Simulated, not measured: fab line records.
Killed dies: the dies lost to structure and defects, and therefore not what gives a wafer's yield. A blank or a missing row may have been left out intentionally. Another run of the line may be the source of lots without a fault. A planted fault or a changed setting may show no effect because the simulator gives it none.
Split-lot trial ; flow n5 finfet ; 21 wafers read across 7 lots, on a route 1938 steps long

## ON THE SPLIT
At N5_BEOL_M5_VIA_ETCH_34 (etches SiCOH lowk in C4F6/O2, target depth 88.3 nm, time 39.2 s), the setting source w was moved away from the recipe's 345 W on 5 of the 21 wafers read, by -12.9% to +12.1%. This setting was run at the recipe's value on the other wafers.

The reading is taken at the split's own step.

## THE READING
rf vpp V, in V, at N5_BEOL_M5_VIA_ETCH_34 (etches SiCOH lowk in C4F6/O2, target depth 88.3 nm, time 39.2 s). Typical for fault-free wafers on this fab line: 669 V, with standard deviation 12 V.

wafer;tool, chamber at the split;source w as run, W;against the recipe;rf vpp V, V;against lot-mates on the recipe
L080.1;rie diel-06, 3;345;recipe;673;-
L080.4;rie diel-06, 0;386.6;+12.1%;641;-36
L080.5;rie diel-06, 0;345;recipe;681;-
L083.2;rie diel-04, 3;345;recipe;652;-
L083.3;rie diel-04, 1;345;recipe;662;-
L083.4;rie diel-04, 2;345;recipe;678;-
L084.3;rie diel-06, 3;345;recipe;671;-
L084.4;rie diel-06, 1;345;recipe;667;-
L084.6;rie diel-06, 1;345;recipe;669;-
L085.3;rie diel-06, 3;367.9;+6.6%;650;-30
L085.4;rie diel-06, 0;345;recipe;679;-
L085.6;rie diel-06, 0;345;recipe;680;-
L076.1;rie diel-06, 1;345;recipe;667;-
L076.2;rie diel-06, 0;300.6;-12.9%;729;+62
L076.3;rie diel-06, 2;300.6;-12.9%;726;+59
L090.1;rie diel-06, 3;324.1;-6.1%;693;+20
L090.3;rie diel-06, 0;345;recipe;679;-
L090.4;rie diel-06, 1;345;recipe;668;-
L093.1;rie diel-06, 3;345;recipe;671;-
L093.3;rie diel-06, 0;345;recipe;679;-
L093.5;rie diel-06, 2;345;recipe;676;-

THE FIT
A straight line over all 21 wafers: rf vpp V changes by -3.69 V for each +1% of source w; r = -0.93; the points scatter about the line by 7.9 V.
The same after taking each lot's own level away (the mean of its wafers on the recipe; 21 wafers): -4.11 V for each +1%; r = -0.96; scatter 6.5 V.
Per that fit: largest source w move, reading shift of 53 V.
The span of the lots' own levels, 664.0 to 679.5 V, comes to 1.3 times the standard deviation stated above.
In other words, the slope is changed by the lot-to-lot level; the two fits disagree.
Check: with one of the wafers moved furthest among these (-12.9%) left out of the fit, the line predicts +50.1 V for it against its lot-mates. Against them it came out at +62 V.
Tool readings at the split's step, against how far the setting was moved: rf vpp V r = -0.93.

## OTHER SPLITS APPLIED TO THESE WAFERS
Other splits were also applied to these wafers ahead of the reading. Each is held against what the fit with the lots' levels taken away leaves over:
other split on the same wafers;wafers away from the commonest value;r with rf vpp V (lot level and that fit taken away)
N5_BEOL_M5_COAT_66 spin rpm;9;+0.26

## FILE'S OWN FIT
rf vpp V changes by -3.88 V for each +1% of source w, r = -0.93.
